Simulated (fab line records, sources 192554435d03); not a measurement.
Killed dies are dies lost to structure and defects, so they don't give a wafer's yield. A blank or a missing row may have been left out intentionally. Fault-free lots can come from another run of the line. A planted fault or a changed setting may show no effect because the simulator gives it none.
Lot-split experiment || flow n5-finfet || on a route of 1938 steps: 7 lots, 21 wafers read

ON THE SPLIT
At N5_BEOL_M8_COAT_59 (time 60 s, resist thk 100 nm), the setting spin-rpm was moved away from the recipe's 1500 rpm on 7 of the 21 wafers read, by -7.9% to +8.9%. This setting was run at the recipe's value on the other wafers.

FROM THE SPLIT TO THE READING: what the file shows between them, 7 steps
- N5_BEOL_M8_COAT_60: time 60 s, resist thk 35 nm
- N5_BEOL_M8_COAT_05: resist thk 90 nm
- N5_BEOL_M8_DESCUM_16: chemistry O2, time 7.9 s
- N5_BEOL_M8_ETCH_61: etches SiARC in CF4, target depth 45.5 nm, time 75.8 s
- N5_BEOL_M8_ETCH_62: etches SOC in N2/H2, target depth 110 nm, overetch 22 nm, time 165 s
- N5_BEOL_M8_STRIP_68: strips in N2/H2
- N5_BEOL_M8_STRIP_67: strips in CF4

THE READING
SOC_of_BEOL_M8_COAT_59.thk-nm (the simulator's own value, which no gauge read), in nm, at N5_BEOL_M8_HM_OPEN_17 (chemistry Cl2/BCl3, target TiN, target depth 20 nm, overetch 6 nm). There is no usual value for it anywhere in the file. Across the 14 wafers here that went through the recipe, the average is 92.1 nm and the standard deviation 0.51 nm.

{"wafer": "L077.1", "tool, chamber at the split": "litho-track-04, 0", "spin-rpm as run, rpm": 1500, "against the recipe": "recipe", "SOC_of_BEOL_M8_COAT_59.thk-nm, nm": 91.8, "against lot-mates on the recipe": "-"}
{"wafer": "L077.2", "tool, chamber at the split": "litho-track-04, 0", "spin-rpm as run, rpm": 1546, "against the recipe": "+3.1%", "SOC_of_BEOL_M8_COAT_59.thk-nm, nm": 90.4, "against lot-mates on the recipe": -1.5}
{"wafer": "L077.6", "tool, chamber at the split": "litho-track-04, 0", "spin-rpm as run, rpm": 1500, "against the recipe": "recipe", "SOC_of_BEOL_M8_COAT_59.thk-nm, nm": 92, "against lot-mates on the recipe": "-"}
{"wafer": "L079.2", "tool, chamber at the split": "litho-track-03, 0", "spin-rpm as run, rpm": 1500, "against the recipe": "recipe", "SOC_of_BEOL_M8_COAT_59.thk-nm, nm": 92.6, "against lot-mates on the recipe": "-"}
{"wafer": "L079.4", "tool, chamber at the split": "litho-track-03, 0", "spin-rpm as run, rpm": 1500, "against the recipe": "recipe", "SOC_of_BEOL_M8_COAT_59.thk-nm, nm": 92.6, "against lot-mates on the recipe": "-"}
{"wafer": "L079.6", "tool, chamber at the split": "litho-track-03, 0", "spin-rpm as run, rpm": 1500, "against the recipe": "recipe", "SOC_of_BEOL_M8_COAT_59.thk-nm, nm": 92.6, "against lot-mates on the recipe": "-"}
{"wafer": "L080.3", "tool, chamber at the split": "litho-track-01, 0", "spin-rpm as run, rpm": 1500, "against the recipe": "recipe", "SOC_of_BEOL_M8_COAT_59.thk-nm, nm": 92, "against lot-mates on the recipe": "-"}
{"wafer": "L080.4", "tool, chamber at the split": "litho-track-01, 0", "spin-rpm as run, rpm": 1500, "against the recipe": "recipe", "SOC_of_BEOL_M8_COAT_59.thk-nm, nm": 92.2, "against lot-mates on the recipe": "-"}
{"wafer": "L080.6", "tool, chamber at the split": "litho-track-01, 0", "spin-rpm as run, rpm": 1620, "against the recipe": "+8.0%", "SOC_of_BEOL_M8_COAT_59.thk-nm, nm": 88.8, "against lot-mates on the recipe": -3.3}
{"wafer": "L081.1", "tool, chamber at the split": "litho-track-01, 0", "spin-rpm as run, rpm": 1421, "against the recipe": "-5.3%", "SOC_of_BEOL_M8_COAT_59.thk-nm, nm": 95.6, "against lot-mates on the recipe": "+3.4"}
{"wafer": "L081.3", "tool, chamber at the split": "litho-track-01, 0", "spin-rpm as run, rpm": 1421, "against the recipe": "-5.3%", "SOC_of_BEOL_M8_COAT_59.thk-nm, nm": 95.6, "against lot-mates on the recipe": "+3.4"}
{"wafer": "L081.2", "tool, chamber at the split": "litho-track-01, 0", "spin-rpm as run, rpm": 1500, "against the recipe": "recipe", "SOC_of_BEOL_M8_COAT_59.thk-nm, nm": 92.2, "against lot-mates on the recipe": "-"}
{"wafer": "L083.1", "tool, chamber at the split": "litho-track-03, 0", "spin-rpm as run, rpm": 1634, "against the recipe": "+8.9%", "SOC_of_BEOL_M8_COAT_59.thk-nm, nm": 88.2, "against lot-mates on the recipe": -3.9}
{"wafer": "L083.3", "tool, chamber at the split": "litho-track-03, 0", "spin-rpm as run, rpm": 1500, "against the recipe": "recipe", "SOC_of_BEOL_M8_COAT_59.thk-nm, nm": 92, "against lot-mates on the recipe": "-"}
{"wafer": "L083.6", "tool, chamber at the split": "litho-track-03, 0", "spin-rpm as run, rpm": 1500, "against the recipe": "recipe", "SOC_of_BEOL_M8_COAT_59.thk-nm, nm": 92.2, "against lot-mates on the recipe": "-"}
{"wafer": "L085.2", "tool, chamber at the split": "litho-track-03, 0", "spin-rpm as run, rpm": 1500, "against the recipe": "recipe", "SOC_of_BEOL_M8_COAT_59.thk-nm, nm": 93, "against lot-mates on the recipe": "-"}
{"wafer": "L085.4", "tool, chamber at the split": "litho-track-03, 0", "spin-rpm as run, rpm": 1382, "against the recipe": "-7.9%", "SOC_of_BEOL_M8_COAT_59.thk-nm, nm": 96.4, "against lot-mates on the recipe": "+3.4"}
{"wafer": "L085.6", "tool, chamber at the split": "litho-track-03, 0", "spin-rpm as run, rpm": 1382, "against the recipe": "-7.9%", "SOC_of_BEOL_M8_COAT_59.thk-nm, nm": 96.2, "against lot-mates on the recipe": "+3.2"}
{"wafer": "L096.4", "tool, chamber at the split": "litho-track-04, 0", "spin-rpm as run, rpm": 1500, "against the recipe": "recipe", "SOC_of_BEOL_M8_COAT_59.thk-nm, nm": 91.2, "against lot-mates on the recipe": "-"}
{"wafer": "L096.6", "tool, chamber at the split": "litho-track-04, 0", "spin-rpm as run, rpm": 1500, "against the recipe": "recipe", "SOC_of_BEOL_M8_COAT_59.thk-nm, nm": 91.2, "against lot-mates on the recipe": "-"}
{"wafer": "L096.5", "tool, chamber at the split": "litho-track-04, 0", "spin-rpm as run, rpm": 1500, "against the recipe": "recipe", "SOC_of_BEOL_M8_COAT_59.thk-nm, nm": 91.6, "against lot-mates on the recipe": "-"}

THE FIT
A straight line over all 21 wafers: SOC_of_BEOL_M8_COAT_59.thk-nm changes by -0.507 nm for each +1% of spin-rpm; r = -0.97; the points scatter about the line by 0.54 nm.
The same after taking each lot's own level away (the mean of its wafers on the recipe; 21 wafers): -0.46 nm for each +1%; r = -0.98; scatter 0.35 nm.
The reading moves by 4.1 nm for the largest change in spin-rpm, on that fit.
The span of the lots' own levels, 91.33 to 93.00 nm, comes to 3.3 times the standard deviation stated above.
So the lot-to-lot level changes the slope: the two fits differ.
Check: with one of the wafers moved furthest among these (+8.9%) left out of the fit, the line predicts -4.08 nm for it against its lot-mates. Against them it came out at -3.9 nm.

OTHER SPLITS APPLIED TO THESE WAFERS
These wafers also went through other splits before the reading. Each is held against what the fit with the lots' levels taken away leaves over:
{"other split on the same wafers": "N5_BEOL_M7_ETCH_41 bias-w", "wafers away from the commonest value": 8, "r with SOC_of_BEOL_M8_COAT_59.thk-nm (lot level and that fit taken away)": "+0.18"}
{"other split on the same wafers": "N5_BEOL_M8_PECVD_70 temp-c", "wafers away from the commonest value": 7, "r with SOC_of_BEOL_M8_COAT_59.thk-nm (lot level and that fit taken away)": "+0.30"}

THE WHOLE CHAIN: every reading that the file lists as answering this split, in the file's order
{"step": "N5_BEOL_M8_COAT_59", "what it does": "time 60 s, resist thk 100 nm", "reading": "SOC_of_BEOL_M8_COAT_59.thk-nm (the simulator's own value, which no gauge read)", "change (the file's fit)": "-0.48 nm for each +1% of the setting", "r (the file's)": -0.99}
{"step": "N5_BEOL_M8_ETCH_62", "what it does": "etches SOC in N2/H2, target depth 110 nm, overetch 22 nm, time 165 s", "reading": "etch.depth-nm (the simulator's own value, which no gauge read)", "change (the file's fit)": "-0.479 nm for each +1% of the setting", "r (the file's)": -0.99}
{"step": "N5_BEOL_M8_HM_OPEN_17", "what it does": "chemistry Cl2/BCl3, target TiN, target depth 20 nm, overetch 6 nm", "reading": "SOC_of_BEOL_M8_COAT_59.thk-nm (the simulator's own value, which no gauge read)", "change (the file's fit)": "-0.452 nm for each +1% of the setting", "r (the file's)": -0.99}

THE FILE'S OWN FIT
SOC_of_BEOL_M8_COAT_59.thk-nm changes by -0.452 nm for each +1% of spin-rpm, r = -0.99.
